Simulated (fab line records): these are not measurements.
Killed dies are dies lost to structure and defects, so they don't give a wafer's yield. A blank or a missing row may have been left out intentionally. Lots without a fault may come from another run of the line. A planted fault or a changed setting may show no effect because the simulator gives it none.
Chamber matching	flow nand_harc	rie_si-03 running NHARC_A_CHANNEL_FILL_D2_ETCHBACK_19: 4 sister chambers
The step etches the open film in HBr/Cl2, target depth 5 nm, time 1.7 s. 8 wafers are shown with their chamber, then 8 later ones without.

WAFERS PAIRED WITH THEIR CHAMBERS
wafer	chamber	drypump_motor_current_A (A)	oes_product_au (a.u.)
L080.3	2	5.4	0.991
L080.6	0	4.9	1.000
L082.1	3	5.2	0.997
L082.5	1	5.9	1.002
L085.3	1	6.0	0.996
L085.5	3	5.2	1.004
L085.6	0	4.9	1.002
L093.2	2	5.4	1.005

WAFERS MISSING THEIR CHAMBER
wafer	drypump_motor_current_A (A)	oes_product_au (a.u.)
L093.3	5.2	1.018
L093.5	6.0	1.017
L094.1	6.0	1.012
L094.3	5.2	1.016
L094.6	6.0	1.010
L095.1	6.0	1.002
L095.4	5.2	1.000
L095.5	5.9	1.004

WHICH CHAMBER EACH ONE RAN IN
wafer	from the rows above	in truth
L093.3	3	3
L093.5	1	1
L094.1	1	1
L094.3	3	3
L094.6	1	1
L095.1	1	1
L095.4	3	3
L095.5	1	1
Correct placement for 8 of the 8. Can't be placed from these rows: 0. 0 placed wrongly.
How it was worked out, from the rows above alone: a wafer's distance from a chamber is the root of the sum, over the readings, of the square of ((its reading less the chamber's mean) divided by the reading's scatter). If the next closest chamber is less than 2 further off than the closest, the wafer can't be placed; otherwise it belongs to the closest. A chamber's mean is the mean of its shown wafers. The scatter: take each reading less its chamber's mean, square it, sum over the shown wafers, divide by the number of wafers less the number of chambers, and take the root.
